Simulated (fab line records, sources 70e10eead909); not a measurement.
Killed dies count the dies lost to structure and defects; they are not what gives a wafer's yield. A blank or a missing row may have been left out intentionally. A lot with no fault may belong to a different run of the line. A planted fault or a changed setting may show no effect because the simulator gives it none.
fab line records | flow nand-harc
[record] lots = 11 | wafers = 33 | last-day = 33
route steps=1302 shown A_STAIRCASE@743 END@1302
lots that met no fault: taken from a fault-free run of the same line
start-h: start of the lot's first displayed wafer, in hours after the record's first day | wait-h: time in hours since the lot's previous step | " the same as in the row above | L1.1+2: a single row standing in for several wafers | - either no value or no given start | * or withheld: withheld | < > ~ a bound
route shown NAME@n: NAME is a module with steps in the file, n the number in the route of the first one | usual: the fault-free wafers' mean and standard deviation | same: alike in all rows | chamber/n: place in a boat | sites: readings site by site | _std_site: their standard deviation | _edge_site: outer sites' mean less inner sites' | radius-mm: for every site, how far away it sits from the centre of the wafer | mask NAME#n: copy n | behind: the last tool/chamber to shape the wafer | hold: cause of the lot's hold/its duration in hours/its outcome | device: which transistor (n, p or np) failed to switch | end of line: tests of these same wafers at the route's end | step lacking rows: just its recipe | killed: count of dies lost to structure and defects at first sort (not the wafer's yield) | map: dies across one wafer; x = killed, . = not, _ = none there
set.NAME: the setting as run; set.NAME@STEP: as run at that earlier step | model.NAME: the simulator's own value behind a step, which no gauge read
a sample of lots followed through the steps of the route, with each step as a table and each wafer as a row
services: when a tool's chamber went out of use (start-h, in hours from the record's first day, below 0 if earlier), for how many hours, and the reason
[[steps]]
[step NHARC_A_STAIRCASE_TRIM_229]
[recipe] time-s = 211.2 | o2-flow-sccm = 500 | ar-flow-sccm = 0 | bias-w = 0 | chemistry = O2
[usual] drypump-motor-current-A = 5.6/0.38 | oes-product-au = 0.997/0.0086 | rf-vpp-V = 57.7/0.87 | showerhead-plenum-p-Torr = 3.48/0.12 | throttle-valve-pct = 17.035/0.0099
lot.wafer | tool        | chamber | start-h | wait-h | drypump-motor-current-A | oes-product-au | rf-hours-counter-h | rf-vpp-V | showerhead-plenum-p-Torr | throttle-valve-pct
L405.3    | rie-diel-11 | 3       | 360.16  | 0.1    | 5.2                     | 0.997          | 34                 | 57.9     | 3.39                     | 17.032
L405.4    | "           | 0       | "       | "      | 6.1                     | 0.992          | 32                 | 56.9     | 3.28                     | 17.030
L405.6    | "           | 0       | "       | "      | 6.1                     | 0.995          | -                  | 57.3     | 3.28                     | 17.043
L407.1    | rie-diel-11 | 3       | 391.79  | 0.1    | 5.2                     | 0.993          | 44                 | 57.7     | 3.38                     | 17.023
L407.5    | "           | 2       | "       | "      | 6.1                     | 0.979          | -                  | 59.2     | 3.47                     | 17.025
L407.4    | "           | 3       | "       | "      | 5.2                     | 1.003          | -                  | 58.7     | 3.38                     | 17.039
L409.3    | rie-diel-13 | 0       | 401.97  | 0.1    | 5.3                     | 0.997          | 15                 | 58.0     | 3.55                     | 17.047
L409.1    | "           | 2       | "       | "      | 5.1                     | 1.009          | 11                 | 57.5     | 3.62                     | 17.038
L409.4    | "           | 3       | "       | "      | 5.5                     | 0.998          | 8                  | 58.2     | 3.55                     | 17.050
L417.2    | rie-diel-13 | 2       | 484.69  | 0.1    | 5.2                     | 1.002          | 36                 | 58.7     | 3.61                     | 17.042
L417.6    | "           | 1       | "       | "      | 5.9                     | 0.983          | -                  | 57.1     | 3.43                     | 17.034
L417.5    | "           | 2       | "       | "      | 5.1                     | 1.007          | -                  | 56.4     | 3.61                     | 17.029
L418.3    | rie-diel-13 | 2       | 492.22  | 0.1    | 5.2                     | 1.006          | 37                 | 57.8     | 3.61                     | 17.045
L418.2    | "           | 0       | "       | "      | 5.3                     | 1.001          | 42                 | 56.7     | 3.54                     | 17.050
L418.6    | "           | 0       | "       | "      | 5.3                     | 1.016          | -                  | 58.1     | 3.54                     | 17.043
L420.3    | rie-diel-03 | 3       | 523.75  | 0.1    | 5.9                     | 0.995          | 22                 | 57.0     | 3.32                     | 17.063
L420.4    | "           | 2       | "       | "      | 5.9                     | 1.000          | 18                 | 58.7     | 3.58                     | 17.041
L420.6    | "           | 0       | "       | "      | 5.9                     | 0.983          | -                  | 56.2     | 3.38                     | 17.030
L423.1    | rie-diel-03 | 0       | 538.90  | 0.1    | 5.9                     | 0.998          | 28                 | 57.3     | 3.38                     | 17.032
L423.4    | "           | 2       | "       | "      | 5.9                     | 1.001          | 23                 | 58.2     | 3.57                     | 17.027
L423.5    | "           | 3       | "       | "      | 5.9                     | 1.002          | -                  | 58.5     | 3.32                     | 17.034
L424.4    | rie-diel-03 | 2       | 558.95  | 0.1    | 5.8                     | 0.994          | 27                 | 57.5     | 3.57                     | 17.037
L424.6    | "           | 3       | "       | "      | 5.9                     | 1.001          | -                  | 57.3     | 3.31                     | 17.036
L424.5    | "           | 0       | "       | "      | 5.9                     | 0.991          | -                  | 56.8     | 3.37                     | 17.029
L426.1    | rie-diel-13 | 2       | 567.67  | 0.1    | 5.1                     | 1.000          | 11                 | 58.6     | 3.60                     | 17.037
L426.4    | "           | 0       | "       | "      | 5.3                     | 0.988          | 11                 | 58.4     | 3.53                     | 17.027
L426.6    | "           | 3       | "       | "      | 5.6                     | 0.980          | -                  | 56.5     | 3.53                     | 17.027
L427.4    | rie-diel-13 | 3       | 586.51  | 0.1    | 5.5                     | 0.986          | 14                 | 57.3     | 3.53                     | 17.042
L427.5    | "           | 1       | "       | "      | 5.9                     | 0.995          | -                  | 57.2     | 3.41                     | 17.043
L427.6    | "           | 2       | "       | "      | 5.2                     | 1.009          | -                  | 58.1     | 3.60                     | 17.044
L428.4    | rie-diel-11 | 0       | 591.52  | 0.1    | 6.2                     | 0.998          | 52                 | 58.3     | 3.78                     | 17.050
L428.2    | "           | 2       | "       | "      | 6.1                     | 0.993          | 52                 | 59.1     | 3.43                     | 17.037
L428.6    | "           | 3       | "       | "      | 5.2                     | 0.994          | -                  | 57.5     | 3.35                     | 17.052
[step NHARC_A_STAIRCASE_TRIM_233]
[recipe] time-s = 211.2 | o2-flow-sccm = 500 | ar-flow-sccm = 0 | bias-w = 0 | chemistry = O2
[usual] drypump-motor-current-A = 5.6/0.38 | oes-product-au = 0.997/0.0099 | rf-vpp-V = 57.9/0.87 | showerhead-plenum-p-Torr = 3.49/0.13 | throttle-valve-pct = 17.036/0.0091
lot.wafer | tool        | chamber | start-h | wait-h | drypump-motor-current-A | oes-product-au | rf-hours-counter-h | rf-vpp-V | showerhead-plenum-p-Torr | throttle-valve-pct
L405.4    | rie-diel-11 | 2       | -       | -      | 6.1                     | 1.004          | 38                 | 57.7     | 3.48                     | 17.041
L405.3    | "           | 0       | "       | "      | 6.1                     | 0.995          | 32                 | 57.9     | 3.28                     | 17.051
L405.6    | "           | 2       | "       | "      | 6.2                     | 0.995          | -                  | 58.6     | 3.48                     | 17.040
L407.1    | rie-diel-11 | 0       | -       | -      | 6.2                     | 0.999          | 42                 | 57.7     | 3.27                     | 17.032
L407.4    | "           | 2       | "       | "      | 6.1                     | 0.995          | -                  | 57.9     | 3.47                     | 17.041
L407.5    | "           | 3       | "       | "      | 5.1                     | 1.001          | -                  | 57.6     | 3.38                     | 17.038
L409.1    | rie-diel-13 | 0       | -       | -      | 5.3                     | 0.997          | 15                 | 58.4     | 3.55                     | 17.038
L409.3    | "           | 1       | "       | "      | 5.9                     | 0.990          | 15                 | 58.0     | 3.44                     | 17.023
L409.4    | "           | 3       | "       | "      | 5.5                     | 1.008          | 8                  | 59.2     | 3.55                     | 17.036
L417.2    | rie-diel-13 | 1       | -       | -      | 5.9                     | 0.989          | 43                 | 58.1     | 3.43                     | 17.045
L417.6    | "           | 1       | "       | "      | 5.9                     | 1.000          | -                  | 57.4     | 3.43                     | 17.037
L417.5    | "           | 2       | "       | "      | 5.1                     | 1.013          | -                  | 59.0     | 3.61                     | 17.019
L418.2    | rie-diel-13 | 2       | -       | -      | 5.2                     | 1.003          | 37                 | 59.3     | 3.61                     | 17.057
L418.3    | "           | 0       | "       | "      | 5.3                     | 1.008          | 43                 | 59.0     | 3.54                     | 17.044
L418.6    | "           | 1       | "       | "      | 5.9                     | 0.993          | -                  | 56.8     | 3.43                     | 17.041
L420.3    | rie-diel-03 | 1       | -       | -      | 5.1                     | 0.999          | 20                 | 58.1     | 3.35                     | 17.048
L420.4    | "           | 3       | "       | "      | 5.9                     | 1.009          | 22                 | 56.6     | 3.32                     | 17.036
L420.6    | "           | 2       | "       | "      | 5.8                     | 0.996          | -                  | 58.0     | 3.58                     | 17.022
L423.4    | rie-diel-03 | 3       | -       | -      | 5.9                     | 0.999          | 27                 | 58.5     | 3.32                     | 17.035
L423.1    | "           | 1       | "       | "      | 5.1                     | 0.996          | 24                 | 58.9     | 3.35                     | 17.037
L423.5    | "           | 3       | "       | "      | 5.9                     | 1.010          | -                  | 56.1     | 3.32                     | 17.028
L424.4    | rie-diel-03 | 2       | -       | -      | 5.9                     | 1.004          | 28                 | 59.2     | 3.57                     | 17.033
L424.5    | "           | 2       | "       | "      | 5.8                     | 0.979          | -                  | 59.8     | 3.57                     | 17.045
L424.6    | "           | 3       | "       | "      | 5.9                     | 0.989          | -                  | 57.1     | 3.31                     | 17.044
L426.1    | rie-diel-13 | 3       | -       | -      | 5.5                     | 0.995          | 9                  | 57.3     | 3.53                     | 17.029
L426.4    | "           | 2       | "       | "      | 5.1                     | 1.014          | 11                 | 58.8     | 3.60                     | 17.032
L426.6    | "           | 0       | "       | "      | 5.3                     | 0.995          | -                  | 55.9     | 3.53                     | 17.040
L427.4    | rie-diel-13 | 0       | -       | -      | 5.3                     | 0.994          | 16                 | 58.7     | 3.53                     | 17.036
L427.5    | "           | 1       | "       | "      | 5.9                     | 0.985          | -                  | 56.3     | 3.41                     | 17.034
L427.6    | "           | 2       | "       | "      | 5.1                     | 1.000          | -                  | 56.8     | 3.60                     | 17.039
L428.2    | rie-diel-11 | 3       | -       | -      | 5.2                     | 1.001          | 51                 | 58.2     | 3.35                     | 17.032
L428.4    | "           | 2       | "       | "      | 6.1                     | 1.001          | 52                 | 56.8     | 3.43                     | 17.039
L428.6    | "           | 3       | "       | "      | 5.2                     | 1.000          | -                  | 57.3     | 3.35                     | 17.020
[step NHARC_A_STAIRCASE_EXPOSE_265]
[recipe] na = 0.5 | dose-mj = 25.01 | mask-id = CHOP_200
[usual] exposure-dose-mJ-cm2 = 25.014/0.025
lot.wafer | tool           | chamber | start-h | wait-h | mask       | exposure-dose-mJ-cm2
L405.3    | krf-scanner-04 | 0       | 366.94  | -      | CHOP_200#0 | 25.058
L405.4    | "              | 0       | "       | "      | CHOP_200#0 | 25.061
L405.6    | "              | 0       | "       | "      | CHOP_200#0 | 25.028
L407.1    | krf-scanner-04 | 0       | 398.19  | -      | CHOP_200#0 | 25.059
L407.4    | "              | 0       | "       | "      | CHOP_200#0 | 25.001
L407.5    | "              | 0       | "       | "      | CHOP_200#0 | 25.015
L409.1    | krf-scanner-03 | 0       | 410.34  | -      | CHOP_200#0 | 24.988
L409.3    | "              | 0       | "       | "      | CHOP_200#0 | 24.970
L409.4    | "              | 0       | "       | "      | CHOP_200#0 | 24.983
L417.2    | krf-scanner-03 | 0       | 497.45  | -      | CHOP_200#0 | 25.036
L417.5    | "              | 0       | "       | "      | CHOP_200#0 | 25.038
L417.6    | "              | 0       | "       | "      | CHOP_200#0 | 25.016
L418.2    | krf-scanner-04 | 0       | 500.47  | -      | CHOP_200#0 | 32.722
L418.3    | "              | 0       | "       | "      | CHOP_200#0 | 32.732
L418.6    | "              | 0       | "       | "      | CHOP_200#0 | 32.696
L420.3    | krf-scanner-04 | 0       | 531.92  | -      | CHOP_200#0 | 32.672
L420.4    | "              | 0       | "       | "      | CHOP_200#0 | 32.711
L420.6    | "              | 0       | "       | "      | CHOP_200#0 | 32.698
L423.1    | krf-scanner-03 | 0       | 544.83  | -      | CHOP_200#0 | 25.043
L423.4    | "              | 0       | "       | "      | CHOP_200#0 | 25.029
L423.5    | "              | 0       | "       | "      | CHOP_200#0 | 24.998
L424.4    | krf-scanner-01 | 0       | 567.89  | -      | CHOP_200#0 | 25.020
L424.5    | "              | 0       | "       | "      | CHOP_200#0 | 25.014
L424.6    | "              | 0       | "       | "      | CHOP_200#0 | 25.024
L426.1    | krf-scanner-03 | 0       | 575.40  | -      | CHOP_200#0 | 24.975
L426.4    | "              | 0       | "       | "      | CHOP_200#0 | 25.027
L426.6    | "              | 0       | "       | "      | CHOP_200#0 | 24.981
L427.4    | krf-scanner-01 | 0       | 593.44  | -      | CHOP_200#0 | 24.968
L427.5    | "              | 0       | "       | "      | CHOP_200#0 | 25.007
L427.6    | "              | 0       | "       | "      | CHOP_200#0 | 24.957
L428.2    | krf-scanner-03 | 0       | 598.00  | -      | CHOP_200#0 | 25.045
L428.4    | "              | 0       | "       | "      | CHOP_200#0 | 25.057
L428.6    | "              | 0       | "       | "      | CHOP_200#0 | 25.067
[step NHARC_A_STAIRCASE_HM_OPEN_457]
[recipe] o2-flow-sccm = 400 | cos-flow-sccm = 20 | ar-flow-sccm = 0 | rf-w = 500 | bias-w = 300 | chemistry = O2/COS
[usual] drypump-motor-current-A = 5.7/0.36 | oes-product-au = 0.998/0.009 | rf-vpp-V = 466.3/2.7 | showerhead-plenum-p-Torr = 3.08/0.12 | throttle-valve-pct = 28.330/0.0091
lot.wafer | tool        | chamber | start-h | wait-h | drypump-motor-current-A | oes-product-au | rf-hours-counter-h | rf-vpp-V | showerhead-plenum-p-Torr | throttle-valve-pct
L405.4    | rie-diel-11 | 0       | -       | -      | 6.1                     | 0.979          | 34                 | 462.1    | 2.90                     | 28.320
L405.3    | "           | 2       | "       | "      | 6.1                     | 0.981          | 43                 | 465.6    | 3.07                     | 28.333
L405.6    | "           | 3       | "       | "      | 5.2                     | 0.989          | -                  | 463.4    | 3.00                     | 28.351
L407.1    | rie-diel-13 | 2       | -       | -      | 5.1                     | 1.003          | 10                 | 470.0    | 3.21                     | 28.323
L407.4    | "           | 0       | "       | "      | 5.3                     | 0.993          | 13                 | 465.8    | 3.15                     | 28.322
L407.5    | "           | 1       | "       | "      | 5.9                     | 0.993          | -                  | 466.7    | 3.05                     | 28.333
L409.1    | rie-diel-03 | 3       | -       | -      | 5.9                     | 0.986          | 38                 | 464.0    | 2.95                     | 28.319
L409.4    | "           | 0       | "       | "      | 5.9                     | 1.005          | 42                 | 464.4    | 3.01                     | 28.330
L409.3    | "           | 1       | "       | "      | 5.1                     | 1.011          | 48                 | 463.5    | 2.98                     | 28.335
L417.2    | rie-diel-03 | 2       | -       | -      | 5.9                     | 1.002          | 8                  | 466.3    | 3.17                     | 28.314
L417.6    | "           | 2       | "       | "      | 5.9                     | 0.998          | -                  | 467.9    | 3.17                     | 28.332
L417.5    | "           | 3       | "       | "      | 5.9                     | 0.999          | -                  | 462.6    | 2.94                     | 28.318
L418.2    | rie-diel-11 | 2       | -       | -      | 6.1                     | 0.991          | 22                 | 464.8    | 3.05                     | 28.326
L418.3    | "           | 3       | "       | "      | 5.2                     | 0.994          | 19                 | 464.3    | 2.98                     | 28.346
L418.6    | "           | 1       | "       | "      | 5.5                     | 0.985          | -                  | 469.9    | 3.28                     | 28.330
L420.4    | rie-diel-13 | 3       | -       | -      | 5.5                     | 0.998          | 0                  | 467.3    | 3.13                     | 28.340
L420.3    | "           | 0       | "       | "      | 5.4                     | 1.006          | 0                  | 468.3    | 3.13                     | 28.324
L420.6    | "           | 2       | "       | "      | 5.2                     | 1.016          | -                  | 469.7    | 3.19                     | 28.326
L423.4    | rie-diel-13 | 1       | -       | -      | 5.9                     | 1.007          | 4                  | 464.2    | 3.03                     | 28.332
L423.1    | "           | 3       | "       | "      | 5.5                     | 0.997          | 3                  | 467.4    | 3.13                     | 28.338
L423.5    | "           | 2       | "       | "      | 5.1                     | 1.013          | -                  | 469.3    | 3.19                     | 28.316
L424.4    | rie-diel-03 | 3       | -       | -      | 5.9                     | 1.002          | 37                 | 462.9    | 2.93                     | 28.334
L424.6    | "           | 3       | "       | "      | 5.9                     | 0.995          | -                  | 462.7    | 2.93                     | 28.324
L424.5    | "           | 0       | "       | "      | 5.9                     | 0.992          | -                  | 464.0    | 2.98                     | 28.334
L426.4    | rie-diel-13 | 3       | -       | -      | 5.5                     | 0.987          | 10                 | 468.1    | 3.13                     | 28.325
L426.1    | "           | 1       | "       | "      | 5.9                     | 0.995          | 14                 | 465.3    | 3.02                     | 28.335
L426.6    | "           | 3       | "       | "      | 5.5                     | 0.987          | -                  | 467.2    | 3.13                     | 28.317
L427.4    | rie-diel-11 | 1       | -       | -      | 5.5                     | 0.989          | 53                 | 470.1    | 3.26                     | 28.332
L427.5    | "           | 0       | "       | "      | 6.2                     | 0.989          | -                  | 472.8    | 3.34                     | 28.322
L427.6    | "           | 1       | "       | "      | 5.5                     | 0.985          | -                  | 469.9    | 3.26                     | 28.332
L428.4    | rie-diel-11 | 1       | -       | -      | 5.6                     | 0.996          | 54                 | 470.5    | 3.26                     | 28.325
L428.2    | "           | 3       | "       | "      | 5.2                     | 1.004          | 53                 | 462.9    | 2.96                     | 28.325
L428.6    | "           | 2       | "       | "      | 6.1                     | 1.001          | -                  | 464.2    | 3.04                     | 28.333
[step NHARC_END_SORT_01]
[recipe] temp-c = 25
[usual] killed-at-array = 56/18 | killed-at-other = 1.4/1.5 | killed-at-periphery = 4/3.1 | killed-dies = 61/19 | killed-open = 3.5/1.8 | killed-short = 2.4/1.4
[same] gross-dies = 677
lot.wafer | tool      | chamber | start-h | wait-h | killed-at-array | killed-at-other | killed-at-periphery | killed-dies | killed-open | killed-short
L417.2    | prober-01 | 0       | 709.54  | 2.8    | 75              | 0               | 5                   | 80          | 3           | 2
L417.5    | prober-01 | 0       | 711.92  | 3.7    | 72              | 0               | 4                   | 76          | 2           | 5
L417.6    | prober-01 | 0       | 712.71  | 4.0    | 80              | 0               | 3                   | 83          | 3           | 4
// killed by level:class
L417.2 A_CHANNEL_HOLE_D1:chamber-film-flake=34 A_SLIT:chamber-film-flake=32 P_ZERO_WELL:chamber-film-flake=2 A_STAIRCASE:chamber-film-flake=2 P_M0:geometric-particle:open=1 P_M0:geometric-particle:short=1 A_ONON_D1:geometric-particle:short=1 A_ONON_D1:geometric-particle:open=1
L417.5 A_SLIT:chamber-film-flake=32 A_CHANNEL_HOLE_D1:chamber-film-flake=31 A_DECK1_JOINT:geometric-particle:short=2 P_M0:geometric-particle:short=1 P_M2:geometric-particle:short=1 A_STAIRCASE:geometric-particle:open=1 A_WL_FILL:geometric-particle:short=1 A_CONTACT:geometric-particle:open=1
L417.6 A_CHANNEL_HOLE_D1:chamber-film-flake=35 A_SLIT:chamber-film-flake=30 A_WL_FILL:chamber-film-flake=6 P_M0:geometric-particle:short=1 A_SOURCE_PLATE:geometric-particle:short=1 A_CHANNEL_HOLE_D1:geometric-particle:short=1 A_ONON_D2:geometric-particle:open=1 A_CHANNEL_HOLE_D2:geometric-particle:short=1
[[services]]
tool           | chamber | start-h | hours | kind
rie-diel-13    | -       | 343.85  | 9.0   | pm
rie-diel-13    | 0       | 343.85  | 9.0   | vent-cycle
krf-scanner-04 | -       | 351.51  | 3.0   | repair
rie-diel-13    | 3       | 356.68  | 15.5  | repair
rie-diel-13    | 2       | 374.87  | 1.9   | repair
rie-diel-11    | -       | 382.15  | 0.2   | repair
rie-diel-03    | 3       | 387.53  | 3.3   | repair
krf-scanner-03 | -       | 396.00  | 4.0   | pm
krf-scanner-01 | -       | 412.40  | 0.8   | repair
rie-diel-13    | 2       | 423.78  | 9.2   | repair
rie-diel-11    | 1       | 423.84  | 6.5   | repair
rie-diel-11    | -       | 434.04  | 9.0   | pm
krf-scanner-03 | -       | 436.52  | 0.7   | repair
rie-diel-13    | 0       | 448.17  | 6.2   | repair
rie-diel-03    | -       | 458.39  | 9.0   | pm
rie-diel-13    | 3       | 475.75  | 22.2  | repair
rie-diel-03    | 0       | 481.35  | 3.6   | repair
krf-scanner-01 | -       | 484.00  | 4.0   | pm
rie-diel-13    | -       | 520.91  | 9.0   | pm
krf-scanner-04 | -       | 526.51  | 4.0   | pm
rie-diel-13    | -       | 530.61  | 0.6   | repair
krf-scanner-03 | -       | 555.45  | 0.8   | repair
krf-scanner-03 | -       | 566.44  | 4.3   | repair
krf-scanner-01 | -       | 596.66  | 4.0   | repair
[[key]]
[first-sign] step = NHARC_A_STAIRCASE_EXPOSE_265 | reading = exposure-dose-mJ-cm2 | direction = up | sigmas = 99+ | usual = 25.014 | struck = 32.705
effect none on later readings
met-at NHARC_A_STAIRCASE_EXPOSE_265
struck-lots L418,L420
tester-left-out L418,L420
not-acting-at NHARC_A_STAIRCASE_TRIM_229,NHARC_A_STAIRCASE_TRIM_233,NHARC_A_STAIRCASE_HM_OPEN_457
onset-between 398.19 500.47
[fault] kind = process-parameter-drift | tool = krf-scanner-04 | chamber = - | onset-h = 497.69 | steps = NHARC_A_STAIRCASE_EXPOSE_265 | channel = dose-mj | offset = 7.6999 | shape = step | acts-in = these-recipes-only | stated = 25.01
// tester-left-out: of these lots the tester's yield and bins aren't shown, on N5 and GAA mostly nor the transistor test; their killed dies are dies lost to structure and defects alone, not to doping, threshold or leakage, so they don't give the yield
